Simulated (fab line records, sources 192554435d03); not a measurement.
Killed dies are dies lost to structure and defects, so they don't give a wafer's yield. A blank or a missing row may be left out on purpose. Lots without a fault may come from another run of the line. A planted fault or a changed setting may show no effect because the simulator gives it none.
Chamber matching | flow n5_finfet | N5_FIN_SAQP_STRIP_70 on rie_diel-04: 4 sister chambers
The step strips in N2/H2. 4 wafers are shown with their chamber, then 10 later ones without.

WAFERS WITH THEIR CHAMBER
wafer  | chamber | throttle_valve_pct (%)
L088.4 | 3       | 18.4
L088.5 | 0       | 19.0
L089.2 | 1       | 18.2
L089.4 | 2       | 19.6

WAFERS WITHOUT THEIR CHAMBER
wafer  | throttle_valve_pct (%)
L089.5 | 19.6
L091.1 | 18.2
L091.4 | 19.6
L091.6 | 18.5
L092.1 | 19.7
L092.2 | 18.5
L092.5 | 19.6
L094.1 | 18.5
L094.4 | 18.3
L094.5 | 18.2

WHICH CHAMBER EACH WENT THROUGH
wafer  | from the rows above     | in truth
L089.5 | 2                       | 2
L091.1 | 1                       | 1
L091.4 | 2                       | 2
L091.6 | 3                       | 3
L092.1 | 2                       | 2
L092.2 | 3                       | 3
L092.5 | 2                       | 2
L094.1 | 3                       | 3
L094.4 | can't be placed: 3 or 1 | 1
L094.5 | 1                       | 1
Placed correctly: 9 of 10. Can't be placed from these rows: 1 (the true chamber is among the candidates in 1). Placed wrongly: 0.
How it was worked out, from the rows above alone: a wafer's distance from a chamber is the root of the sum, over the readings, of the square of ((its reading less the chamber's mean) divided by the reading's scatter). The wafer belongs to the nearest chamber; if the next one is less than 2 further off, it can't be placed. A chamber's mean is the mean of its shown wafers. The scatter: with one shown wafer a chamber, the root of the mean of the squares of how far each hidden wafer lies from its nearest shown one.
